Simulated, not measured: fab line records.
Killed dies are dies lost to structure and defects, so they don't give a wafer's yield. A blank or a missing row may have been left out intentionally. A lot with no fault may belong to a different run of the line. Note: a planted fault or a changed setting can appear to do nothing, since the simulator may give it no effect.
fab line records	flow n5_finfet
record lots=7	wafers=21
route steps=1938 shown BEOL_M8@1358 BEOL_M9@1405 BEOL_M11@1536
start_h: start of the lot's first displayed wafer, in hours after the record's first day	wait_h: hours since the lot's step before	" as in the row above	L1.1+2: a row that stands for several wafers	- no value, or no start given	* or withheld: withheld	< > ~ a bound
route shown NAME@n: NAME is a module with steps in the file, n the number in the route of the first one	usual: mean/standard deviation of fault-free wafers	same: alike in all rows	chamber/n: place in a boat	sites: the reading at each site	_std_site: the values' standard deviation	_edge_site: mean of outer sites minus mean of inner sites	radius_mm: how far each site lies from the wafer's centre	mask NAME#n: copy n	behind: tool/chamber where the wafer was last shaped	hold: reason for holding the lot/hours on hold/outcome of the hold	device: whichever transistor did not switch (one of n, p or np)	end of line: the same wafers' tests at the end of the route	a step given without rows: its recipe and nothing more	killed: dies that structure and defects cost at the first sort, which is not the same as the wafer's yield	map: the dies of a wafer, with x for killed, . for not killed, _ for no die there
set.NAME: setting as actually run; set.NAME@STEP: the setting as run at that earlier step	model.NAME: the simulator's own value behind a step, which no gauge read
one table per step and one row per wafer, for lots whose settings were changed on purpose
## steps
# step N5_BEOL_M8_COAT_71
# recipe resist=underlayer	temp_c=205	time_s=60	spin_rpm=1500	resist_thk_nm=5
lot.wafer	tool	chamber	start_h	wait_h	set.spin_rpm
L074.1+6	litho_track-04	0	-	-	1587
L074.5	"	0	"	"	1500
L077.1	litho_track-02	0	-	-	1500
L077.2+3	"	0	"	"	1367
L082.1+4+5	litho_track-04	0	-	-	1500
L083.3+4	litho_track-04	0	-	-	1593
L083.6	"	0	"	"	1500
L091.1+2	litho_track-03	0	-	-	1571
L091.4	"	0	"	"	1500
L092.2+6	litho_track-03	0	-	-	1500
L092.5	"	0	"	"	1348
L094.1+3+5	litho_track-04	0	-	-	1500
# step N5_BEOL_M8_COAT_22
# recipe resist=CAR-EUV	spin_rpm=1500	resist_thk_nm=30
# step N5_BEOL_M8_EBR_24
# recipe solvent=PGMEA	ebr_width_mm=1.5
# step N5_BEOL_M8_DESCUM_33
# recipe chemistry=O2	time_s=7	source_power_w=50	bias_power_w=20	pressure_mtorr=20	rf_frequency_hz=2.712e+07	temp_c=40	resist=CAR-EUV	o2_flow_sccm=225
# step N5_BEOL_M8_ETCH_72
# recipe chemistry=N2/H2	target=underlayer	target_depth_a=65	mask_material=CAR-EUV	time_s=5.2	ion_energy_ev=200	pressure_mtorr=30	source_w=840	bias_w=150	n2_flow_sccm=200	h2_flow_sccm=200	ends=cleared
# usual etch_rf_on_time_s=5.22/0.075
lot.wafer	tool	chamber	start_h	wait_h	set.spin_rpm@BEOL_M8_COAT_71	etch_rf_on_time_s	model.CAR-EUV_of_BEOL_M8_COAT_22.thk_nm	model.etch.depth_nm
L074.1	rie_diel-05	0	190.72	0.0	1587	5.19	20.6	4.861
L074.5	"	0	"	"	1500	5.37	20.4	5.026
L074.6	"	3	"	"	1587	5.10	20.4	4.88
L077.1	rie_diel-01	2	213.25	0.0	1500	5.32	20.4	5.004
L077.2	"	1	"	"	1367	5.52	20	5.239
L077.3	"	0	"	"	1367	5.52	20	5.24
L082.1	rie_diel-04	2	236.42	0.0	1500	5.15	20.4	5.031
L082.4	"	3	"	"	1500	5.18	20.2	5.012
L082.5	"	1	"	"	1500	5.12	20.2	5.046
L083.3	rie_diel-01	0	245.20	0.0	1593	5.07	20.6	4.858
L083.4	"	3	"	"	1593	5.01	20.6	4.845
L083.6	"	1	"	"	1500	5.18	20.4	4.995
L091.1	rie_diel-01	1	298.52	0.0	1571	5.07	20.6	4.917
L091.2	"	2	"	"	1571	5.10	20.6	4.909
L091.4	"	0	"	"	1500	5.21	20.4	5.03
L092.2	rie_diel-01	1	308.45	0.0	1500	5.17	20.4	5.006
L092.5	"	2	"	"	1348	5.52	20	5.278
L092.6	"	1	"	"	1500	5.14	20.4	5
L094.1	rie_diel-01	3	311.99	0.0	1500	5.14	20.4	4.998
L094.3	"	1	"	"	1500	5.21	20.4	5.012
L094.5	"	1	"	"	1500	5.15	20.4	5.011
# step N5_BEOL_M9_HM_DEP_02
# recipe material=TiN	target_thk_a=200	temp_c=25	chamber_pressure_pa=0.49996
lot.wafer	tool	chamber	start_h	wait_h	set.target_thk_a	model.TiN_of_BEOL_M9_HM_DEP_02.thk_nm
L074.1+5	pvd_sputter-03	-	196.19	0.4	193.1	19.4
L074.6	"	-	"	"	200	20.4
L077.1+3	pvd_sputter-01	-	219.47	1.0	191.7	19.6
L077.2	"	-	"	"	200	20.4
L082.1+5	pvd_sputter-03	-	242.23	1.7	200	20
L082.4	"	-	"	"	200	19.8
L083.3	pvd_sputter-03	-	251.14	1.9	179.1	17.8
L083.4	"	-	"	"	200	20.2
L083.6	"	-	"	"	179.1	18
L091.1+4	pvd_sputter-03	-	305.15	2.2	179.5	17.8
L091.2	"	-	"	"	200	19.8
L092.2	pvd_sputter-03	-	312.89	0.4	200	20.2
L092.5	"	-	"	"	214.9	21.4
L092.6	"	-	"	"	214.9	21.6
L094.1	pvd_sputter-01	-	317.61	1.5	200	20
L094.3+5	"	-	"	"	200	19.8
# step N5_BEOL_M9_COAT_05
# recipe resist=CAR-ArF	spin_rpm=1500	resist_thk_nm=90
lot.wafer	tool	chamber	start_h	wait_h	set.spin_rpm	model.CAR-ArF_of_BEOL_M9_COAT_05.thk_nm
L074.1	litho_track-05	0	-	-	1609	86.6
L074.5	"	0	"	"	1500	89.6
L074.6	"	0	"	"	1500	90
L077.1+2	litho_track-05	0	-	-	1500	89.6
L077.3	"	0	"	"	1336	94.8
L082.1	litho_track-02	0	-	-	1500	90.4
L082.4	"	0	"	"	1500	90
L082.5	"	0	"	"	1500	90.2
L083.3	litho_track-05	0	-	-	1500	89.8
L083.4+6	"	0	"	"	1500	90.2
L091.1	litho_track-05	0	-	-	1656	85
L091.2	"	0	"	"	1500	89.6
L091.4	"	0	"	"	1656	85.2
L092.2+5+6	litho_track-05	0	-	-	1500	89.8
L094.1	litho_track-05	0	-	-	1421	92
L094.3	"	0	"	"	1421	92.2
L094.5	"	0	"	"	1500	89.6
# step N5_BEOL_M9_EBR_07
# recipe solvent=PGMEA	ebr_width_mm=1.5
# step N5_BEOL_M9_SOFTBAKE_06
# recipe temp_c=110	time_s=60	resist=CAR-ArF
# step N5_BEOL_M9_EXPOSE_08
# recipe mask_id=M9	na=1.35	source_shape=dipole	sigma_inner=0.411	sigma_outer=0.611	polarization=te	dose_mj=53.75
# step N5_BEOL_M9_PEB_09
# recipe peb_temp_c=withheld	peb_time_s=60	resist=CAR-ArF
# step N5_BEOL_M9_DEVELOP_10
# recipe develop_time_s=30	developer=TMAH	resist=CAR-ArF	rinse_liquid=diw	dry=air_spin	dev_temp_c=23
lot.wafer	tool	chamber	start_h	wait_h	set.spin_rpm@BEOL_M9_COAT_05	model.CAR-ArF_of_BEOL_M9_COAT_05.thk_nm
L074.1	litho_track-05	0	-	-	1609	85
L074.5	"	0	"	"	1500	88
L074.6	"	0	"	"	1500	88.2
L077.1+2	litho_track-05	0	-	-	1500	88
L077.3	"	0	"	"	1336	93
L082.1+5	litho_track-01	0	-	-	1500	88.6
L082.4	"	0	"	"	1500	88.4
L083.3	litho_track-01	0	-	-	1500	88.2
L083.4	"	0	"	"	1500	88.6
L083.6	"	0	"	"	1500	88.4
L091.1	litho_track-02	0	-	-	1656	83.2
L091.2	"	0	"	"	1500	87.8
L091.4	"	0	"	"	1656	83.6
L092.2+6	litho_track-05	0	-	-	1500	88.2
L092.5	"	0	"	"	1500	88
L094.1+3	litho_track-01	0	-	-	1421	90.4
L094.5	"	0	"	"	1500	87.8
# step N5_BEOL_M9_STRIP_68
# recipe chemistry=N2/H2	temp_c=40	n2_flow_sccm=200	h2_flow_sccm=200	rf_frequency_hz=6e+07
# step N5_BEOL_M9_STRIP_67
# recipe chemistry=CF4	resist=SiARC	power_w=300	bias_power_w=75	pressure_mtorr=50	cf4_flow_sccm=150	rf_frequency_hz=6e+07
# step N5_BEOL_M9_HM_OPEN_17
# recipe chemistry=Cl2/BCl3	target_depth_a=200	overetch_a=60	target=TiN	mask_material=SOC	ion_energy_ev=150	pressure_mtorr=10	icp_w=1000	bias_w=126	Cl2_flow_sccm=53.25	bcl3_flow_sccm=21.75	Ar_flow_sccm=25
lot.wafer	tool	chamber	start_h	wait_h	set.target_thk_a@BEOL_M9_HM_DEP_02	model.etch.depth_nm
L074.1	rie_metal-02	0	197.20	0.0	193.1	19.48
L074.5	"	1	"	"	193.1	19.43
L074.6	"	0	"	"	200	20.33
L077.1	rie_metal-02	0	220.20	0.0	191.7	19.65
L077.2	"	1	"	"	200	20.4
L077.3	"	0	"	"	191.7	19.61
L082.1	rie_metal-02	0	243.02	0.0	200	20.02
L082.4	"	0	"	"	200	19.88
L082.5	"	1	"	"	200	20
L083.3	rie_metal-02	1	252.02	0.1	179.1	17.88
L083.4	"	0	"	"	200	20.22
L083.6	"	1	"	"	179.1	18.02
L091.1	rie_metal-03	1	306.28	0.0	179.5	17.78
L091.2	"	0	"	"	200	19.82
L091.4	"	0	"	"	179.5	17.87
L092.2	rie_metal-03	1	313.74	0.0	200	20.1
L092.5	"	1	"	"	214.9	21.47
L092.6	"	0	"	"	214.9	21.59
L094.1	rie_metal-03	1	318.48	0.0	200	19.91
L094.3	"	1	"	"	200	19.85
L094.5	"	0	"	"	200	19.83
# step N5_BEOL_M9_COAT_22
# recipe resist=CAR-EUV	spin_rpm=1500	resist_thk_nm=30
lot.wafer	tool	chamber	start_h	wait_h	set.spin_rpm	model.CAR-EUV_of_BEOL_M9_COAT_22.thk_nm
L074.1	litho_track-01	0	-	-	1500	30.2
L074.5+6	"	0	"	"	1605	29.2
L077.1+3	litho_track-01	0	-	-	1500	30
L077.2	"	0	"	"	1659	28.6
L082.1+4+5	litho_track-05	0	-	-	1500	30
L083.3+4+6	litho_track-02	0	-	-	1500	30
L091.1	litho_track-05	0	-	-	1568	29.4
L091.2+4	"	0	"	"	1500	30
L092.2+5	litho_track-02	0	-	-	1630	28.6
L092.6	"	0	"	"	1630	28.8
L094.1	litho_track-01	0	-	-	1500	30
L094.3	"	0	"	"	1500	30.2
L094.5	"	0	"	"	1458	30.4
# step N5_BEOL_M9_EBR_24
# recipe solvent=PGMEA	ebr_width_mm=1.5
# step N5_BEOL_M9_SOFTBAKE_23
# recipe temp_c=110	time_s=60	resist=CAR-EUV
# step N5_BEOL_M9_DESCUM_33
# recipe chemistry=O2	time_s=7	source_power_w=50	bias_power_w=20	pressure_mtorr=20	rf_frequency_hz=2.712e+07	temp_c=40	resist=CAR-EUV	o2_flow_sccm=225
lot.wafer	tool	chamber	start_h	wait_h	set.spin_rpm@BEOL_M9_COAT_22	model.CAR-EUV_of_BEOL_M9_COAT_22.thk_nm
L074.1	rie_diel-02	1	198.16	0.0	1500	26.2
L074.5+6	"	0,3	"	"	1605	25.2
L077.1+3	rie_diel-06	1,3	221.50	0.0	1500	26.2
L077.2	"	0	"	"	1659	24.6
L082.1+4	rie_diel-06	3,2	244.77	0.2	1500	26
L082.5	"	2	"	"	1500	26.2
L083.3+4+6	rie_diel-03	1,2,2	253.39	0.3	1500	26
L091.1	rie_diel-02	3	308.47	0.0	1568	25.4
L091.2+4	"	1,2	"	"	1500	26
L092.2	rie_diel-03	0	314.56	0.0	1630	24.6
L092.5+6	"	0,3	"	"	1630	24.8
L094.1+3	rie_diel-02	3,2	320.67	0.0	1500	26.2
L094.5	"	0	"	"	1458	26.6
# step N5_BEOL_M9_ETCH_76
# recipe chemistry=N2/H2	target=underlayer	target_depth_a=65	mask_material=CAR-EUV	time_s=5.2	ion_energy_ev=200	pressure_mtorr=30	source_w=840	bias_w=150	n2_flow_sccm=200	h2_flow_sccm=200	ends=cleared
lot.wafer	tool	chamber	start_h	wait_h	set.spin_rpm@BEOL_M9_COAT_22	model.CAR-EUV_of_BEOL_M9_COAT_22.thk_nm
L074.1	rie_diel-02	1	198.20	0.0	1500	20.4
L074.5	"	0	"	"	1605	19.6
L074.6	"	3	"	"	1605	19.4
L077.1+3	rie_diel-06	1,3	221.54	0.0	1500	20.4
L077.2	"	0	"	"	1659	18.8
L082.1+4+5	rie_diel-06	3,2,2	244.80	0.0	1500	20.4
L083.3	rie_diel-03	1	253.42	0.0	1500	20.2
L083.4+6	"	2	"	"	1500	20.4
L091.1	rie_diel-02	3	308.50	0.0	1568	19.8
L091.2+4	"	1,2	"	"	1500	20.4
L092.2+5	rie_diel-03	0	314.60	0.0	1630	19
L092.6	"	3	"	"	1630	19.2
L094.1+3	rie_diel-02	3,2	320.70	0.0	1500	20.4
L094.5	"	0	"	"	1458	20.8
# step N5_BEOL_M9_ETCH_66
# recipe chemistry=N2/H2	target=SOC	target_depth_a=800	overetch_a=160	mask_material=SiARC	temp_c=40	time_s=120	ion_energy_ev=200	pressure_mtorr=30	source_w=840	bias_w=150	n2_flow_sccm=200	h2_flow_sccm=200
lot.wafer	tool	chamber	start_h	wait_h	set.time_s	model.SiARC_of_BEOL_M9_COAT_64.thk_nm
L074.1+5	rie_diel-02	1,0	198.24	0.0	120	6.4
L074.6	"	3	"	"	120	6.2
L077.1	rie_diel-06	1	221.58	0.0	142.6	5.4
L077.2	"	0	"	"	142.6	5.6
L077.3	"	3	"	"	120	6.6
L082.1	rie_diel-06	3	244.85	0.0	120	6.6
L082.4+5	"	2	"	"	120	6.4
L083.3+6	rie_diel-03	1,2	253.47	0.0	120	6.6
L083.4	"	2	"	"	141.1	5.6
L091.1	rie_diel-02	3	308.55	0.0	120	6.2
L091.2+4	"	1,2	"	"	120	6.4
L092.2	rie_diel-03	0	314.64	0.0	120	6.4
L092.5	"	0	"	"	94.5	7.6
L092.6	"	3	"	"	94.5	7.4
L094.1	rie_diel-02	3	320.75	0.0	101.7	7.2
L094.3+5	"	2,0	"	"	120	6.4
# step N5_BEOL_M11_ILD_DEP_00
# recipe material=SiCOH_lowk	target_thk_a=3085.1	temp_c=300	precursor=DEMS/porogen	pressure_torr=5	rf_w=500	time_s=58
lot.wafer	tool	chamber	start_h	wait_h	set.temp_c	model.SiCOH_lowk_of_BEOL_M11_ILD_DEP_00.thk_nm
L074.1	pecvd-04	1	210.19	0.0	300	302.2
L074.5	"	1	"	"	300	309.4
L074.6	"	0	"	"	300	305.2
L077.1	pecvd-01	2	231.35	0.0	300	310
L077.2	"	0	"	"	300	309.6
L077.3	"	1	"	"	300	306.6
L082.1	pecvd-01	2	256.73	0.0	300	312
L082.4	"	0	"	"	300	313.6
L082.5	"	1	"	"	300	312.6
L083.3	pecvd-03	2	268.29	0.0	305.3	292
L083.4	"	1	"	"	305.3	299.4
L083.6	"	0	"	"	300	311
L091.1	pecvd-04	0	322.18	0.0	300	306.6
L091.2	"	1	"	"	300	304.6
L091.4	"	2	"	"	300	307.8
L092.2	pecvd-03	1	327.37	0.0	301.8	303
L092.5	"	2	"	"	300	309.4
L092.6	"	1	"	"	300	311
L094.1	pecvd-04	0	331.04	0.0	303.1	298.4
L094.3	"	2	"	"	300	306.4
L094.5	"	0	"	"	300	310
# step N5_BEOL_M11_CURE_71
# recipe temp_c=385	time_s=240	ambient=He/Ar	material=SiCOH_lowk
lot.wafer	tool	chamber	start_h	wait_h	set.temp_c@BEOL_M11_ILD_DEP_00	model.SiCOH_lowk_of_BEOL_M11_ILD_DEP_00.thk_nm
L074.1	uv_cure-02	0	210.30	0.1	300	262.4
L074.5	"	0	"	"	300	268.8
L074.6	"	0	"	"	300	265
L077.1	uv_cure-01	1	231.43	0.0	300	269.2
L077.2	"	1	"	"	300	269
L077.3	"	1	"	"	300	266.4
L082.1	uv_cure-01	2	257.01	0.3	300	271
L082.4	"	2	"	"	300	272.6
L082.5	"	2	"	"	300	271.6
L083.3	uv_cure-03	0	268.52	0.2	305.3	253.4
L083.4	"	0	"	"	305.3	260
L083.6	"	0	"	"	300	270.2
L091.1	uv_cure-02	0	322.26	0.0	300	266.2
L091.2	"	0	"	"	300	264.4
L091.4	"	0	"	"	300	267.4
L092.2	uv_cure-03	2	327.53	0.1	301.8	263.2
L092.5	"	2	"	"	300	268.8
L092.6	"	2	"	"	300	270.2
L094.1	uv_cure-02	0	331.12	0.0	303.1	259
L094.3	"	0	"	"	300	266
L094.5	"	0	"	"	300	269.4
# step N5_BEOL_M11_PECVD_70
# recipe material=SiO2	target_thk_a=200	temp_c=400	precursor=TEOS/O2	pressure_torr=5.5	rf_w=450	teos_flow_sccm=53.8	gas=O2	flow_sccm=3000	time_s=22.7
lot.wafer	tool	chamber	start_h	wait_h	set.time_s	model.SiO2_of_BEOL_M11_PECVD_70.thk_nm
L074.1	pecvd-01	0	210.85	0.0	22.7	20
L074.5	"	0	"	"	22.7	20.4
L074.6	"	2	"	"	22.7	20.6
L077.1	pecvd-04	2	231.98	0.0	22.7	20
L077.2	"	1	"	"	25.8	21.8
L077.3	"	0	"	"	25.8	22.4
L082.1+5	pecvd-03	0	257.56	0.0	22.7	20
L082.4	"	2	"	"	22.7	20.2
L083.3	pecvd-04	1	268.91	0.0	25.57	22.2
L083.4	"	0	"	"	22.7	20.6
L083.6	"	1	"	"	25.57	22.8
L091.1+2	pecvd-04	0,1	323.29	0.0	22.7	20
L091.4	"	2	"	"	24.79	21.8
L092.2	pecvd-04	2	328.01	0.0	22.7	19.8
L092.5	"	1	"	"	20.02	17.8
L092.6	"	2	"	"	22.7	20.2
L094.1	pecvd-01	2	331.67	0.0	25.85	22.6
L094.3	"	1	"	"	22.7	19.4
L094.5	"	1	"	"	22.7	19.8
# step N5_BEOL_M11_TRENCH_ETCH_37
# recipe chemistry=C4F6/O2	target_depth_a=1488.3	target=SiCOH_lowk	time_s=48	ion_energy_ev=250	pressure_mtorr=30	source_w=345	bias_w=185	Ar_flow_sccm=300	C4F6_flow_sccm=10	O2_flow_sccm=10
lot.wafer	tool	chamber	start_h	wait_h	set.time_s	model.BEOL_M11.feature_depth_nm	model.etch.depth_nm	model.TiN_of_BEOL_M11_HM_DEP_02.thk_nm
L074.1	rie_diel-06	1	-	-	48	149.6	149.5	15.8
L074.5	"	1	"	"	44.62	140.2	140.2	16.2
L074.6	"	2	"	"	48	148.2	148.2	15.6
L077.1	rie_diel-02	3	-	-	54.49	174.4	174.4	15.4
L077.2	"	1	"	"	54.49	168.4	168.4	15.4
L077.3	"	2	"	"	48	148.2	148.1	16.2
L082.1	rie_diel-03	3	-	-	48	151	151.1	15.8
L082.4	"	0	"	"	48	150	150	15.8
L082.5	"	0	"	"	48	149.8	149.9	15.6
L083.3	rie_diel-03	3	-	-	48	153	153.1	15.6
L083.4	"	0	"	"	52.66	165.4	165.3	15.2
L083.6	"	0	"	"	52.66	166.6	166.5	15.2
L091.1	rie_diel-02	1	-	-	51.17	155.4	155.4	15.4
L091.2	"	2	"	"	48	146.6	146.6	15.4
L091.4	"	0	"	"	51.17	158.2	158.2	15.4
L092.2	rie_diel-02	2	-	-	56.88	173	172.9	15
L092.5	"	3	"	"	56.88	179.2	179.1	15.2
L092.6	"	2	"	"	48	145	145.1	16
L094.1	rie_diel-02	3	-	-	48	152.4	152.4	15.4
L094.3	"	0	"	"	48	150.2	150.2	15.4
L094.5	"	3	"	"	48	152.8	152.8	15.4
# step N5_BEOL_M11_ETCH_41
# recipe chemistry=CH3F/O2	target=SiCN	target_depth_a=426	taper_deg=2	time_s=86	ion_energy_ev=120	mask_material=TiN	pressure_mtorr=30	source_w=395	bias_w=75	Ar_flow_sccm=150	CH3F_flow_sccm=30	O2_flow_sccm=20
# step N5_BEOL_M11_STRIP_77
# recipe chemistry=N2/H2	time_s=10	power_w=450	temp_c=40	pressure_mtorr=20	rf_frequency_hz=6e+07	bias_power_w=7	n2_flow_sccm=200	h2_flow_sccm=200
# step N5_BEOL_M11_OCD_MEAS_38
# usual trench_depth_nm=149.0/2.5
lot.wafer	tool	chamber	start_h	wait_h	set.time_s@BEOL_M11_TRENCH_ETCH_37	trench_depth_nm
L074.1	ocd-02	-	213.67	-	48	149.8
L074.5	"	-	"	"	44.62	140.2
L074.6	"	-	"	"	48	148.2
L077.1	ocd-01	-	236.22	-	54.49	174.0
L077.2	"	-	"	"	54.49	168.0
L077.3	"	-	"	"	48	148.3
L082.1	ocd-02	-	260.93	-	48	151.0
L082.4	"	-	"	"	48	150.2
L082.5	"	-	"	"	48	149.6
L083.3	ocd-02	-	274.12	-	48	153.5
L083.4	"	-	"	"	52.66	165.4
L083.6	"	-	"	"	52.66	166.9
L091.1	ocd-02	-	328.70	-	51.17	155.4
L091.2	"	-	"	"	48	147.0
L091.4	"	-	"	"	51.17	157.9
L092.2	ocd-01	-	332.16	-	56.88	173.2
L092.5	"	-	"	"	56.88	179.4
L092.6	"	-	"	"	48	145.6
L094.1	ocd-02	-	335.38	-	48	152.5
L094.3	"	-	"	"	48	150.3
L094.5	"	-	"	"	48	153.4
## key
split step=N5_BEOL_M8_COAT_71	setting=spin_rpm	stated=1500	by=wafer
response step=N5_BEOL_M8_ETCH_72	reading=etch_rf_on_time_s	change=*	per=1%	r=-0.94
response step=N5_BEOL_M8_ETCH_72	reading=model.CAR-EUV_of_BEOL_M8_COAT_22.thk_nm	change=+0.0376	per=1%	r=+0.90
response step=N5_BEOL_M8_ETCH_72	reading=model.etch.depth_nm	change=-0.0261	per=1%	r=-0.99
split step=N5_BEOL_M9_HM_DEP_02	setting=target_thk_a	stated=200	by=wafer
response step=N5_BEOL_M9_HM_DEP_02	reading=model.TiN_of_BEOL_M9_HM_DEP_02.thk_nm	change=+0.204	per=1%	r=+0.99
response step=N5_BEOL_M9_HM_OPEN_17	reading=model.etch.depth_nm	change=+0.204	per=1%	r=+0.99
split step=N5_BEOL_M9_COAT_05	setting=spin_rpm	stated=1500	by=wafer
response step=N5_BEOL_M9_COAT_05	reading=model.CAR-ArF_of_BEOL_M9_COAT_05.thk_nm	change=-0.454	per=1%	r=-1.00
response step=N5_BEOL_M9_DEVELOP_10	reading=model.CAR-ArF_of_BEOL_M9_COAT_05.thk_nm	change=-0.443	per=1%	r=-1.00
split step=N5_BEOL_M9_COAT_22	setting=spin_rpm	stated=1500	by=wafer
response step=N5_BEOL_M9_COAT_22	reading=model.CAR-EUV_of_BEOL_M9_COAT_22.thk_nm	change=-0.134	per=1%	r=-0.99
response step=N5_BEOL_M9_DESCUM_33	reading=model.CAR-EUV_of_BEOL_M9_COAT_22.thk_nm	change=-0.147	per=1%	r=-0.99
response step=N5_BEOL_M9_ETCH_76	reading=model.CAR-EUV_of_BEOL_M9_COAT_22.thk_nm	change=-0.143	per=1%	r=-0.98
split step=N5_BEOL_M9_ETCH_66	setting=time_s	stated=120	by=wafer
response step=N5_BEOL_M9_ETCH_66	reading=model.SiARC_of_BEOL_M9_COAT_64.thk_nm	change=-0.0548	per=1%	r=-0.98
split step=N5_BEOL_M11_ILD_DEP_00	setting=temp_c	stated=300	by=wafer
response step=N5_BEOL_M11_ILD_DEP_00	reading=model.SiCOH_lowk_of_BEOL_M11_ILD_DEP_00.thk_nm	change=-9.12	per=1%	r=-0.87
response step=N5_BEOL_M11_CURE_71	reading=model.SiCOH_lowk_of_BEOL_M11_ILD_DEP_00.thk_nm	change=-8.05	per=1%	r=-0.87
split step=N5_BEOL_M11_PECVD_70	setting=time_s	stated=22.7	by=wafer
response step=N5_BEOL_M11_PECVD_70	reading=model.SiO2_of_BEOL_M11_PECVD_70.thk_nm	change=+0.179	per=1%	r=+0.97
split step=N5_BEOL_M11_TRENCH_ETCH_37	setting=time_s	stated=48	by=wafer
response step=N5_BEOL_M11_TRENCH_ETCH_37	reading=model.BEOL_M11.feature_depth_nm	change=+1.61	per=1%	r=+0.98
response step=N5_BEOL_M11_TRENCH_ETCH_37	reading=model.etch.depth_nm	change=+1.6	per=1%	r=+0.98
response step=N5_BEOL_M11_TRENCH_ETCH_37	reading=model.TiN_of_BEOL_M11_HM_DEP_02.thk_nm	change=-0.0489	per=1%	r=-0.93
response step=N5_BEOL_M11_OCD_MEAS_38	reading=trench_depth_nm	change=+1.58	per=1%	r=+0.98
